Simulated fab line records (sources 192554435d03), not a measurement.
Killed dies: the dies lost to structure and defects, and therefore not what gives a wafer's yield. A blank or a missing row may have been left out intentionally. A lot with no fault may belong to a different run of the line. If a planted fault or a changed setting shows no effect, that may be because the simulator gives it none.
Chamber matching | flow n5-finfet | cmp-01 running N5_HKMG_FIN_CMP_23: 4 sister chambers
The step polishes, stops on SiNx, t overpolish 10 s, target thk 46.326 nm. 4 wafers are shown with their chamber, then 7 later ones without.

== EACH WAFER AND ITS CHAMBER ==
wafer  | chamber | motor-current-A (A)
L091.1 | 3       | 11.6
L091.4 | 0       | 14.2
L093.3 | 2       | 11.9
L093.4 | 1       | 10.6

== WAFERS MISSING THEIR CHAMBER ==
wafer  | motor-current-A (A)
L095.2 | 13.7
L095.4 | 12.2
L096.2 | 12.3
L096.3 | 10.8
L096.4 | 10.9
L097.1 | 11.6
L097.4 | 10.4

== WHICH CHAMBER EACH WENT THROUGH ==
wafer  | from the rows above     | in truth
L095.2 | 0                       | 0
L095.4 | can't be placed: 2 or 3 | 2
L096.2 | can't be placed: 2 or 3 | 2
L096.3 | can't be placed: 1 or 3 | 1
L096.4 | can't be placed: 1 or 3 | 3
L097.1 | can't be placed: 3 or 2 | 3
L097.4 | 1                       | 1
Placed correctly: 2 of 7. Can't be placed from these rows: 5 (the true chamber is among the candidates in 5). Placed wrongly: 0.
How it was worked out, from the rows above alone: a wafer's distance from a chamber is the root of the sum, over the readings, of the square of ((its reading less the chamber's mean) divided by the reading's scatter). The wafer belongs to the nearest chamber; if the next one is less than 2 further off, it can't be placed. Each chamber's mean is taken over the wafers shown for it. The scatter: with one shown wafer a chamber, the root of the mean of the squares of how far each hidden wafer lies from its nearest shown one.
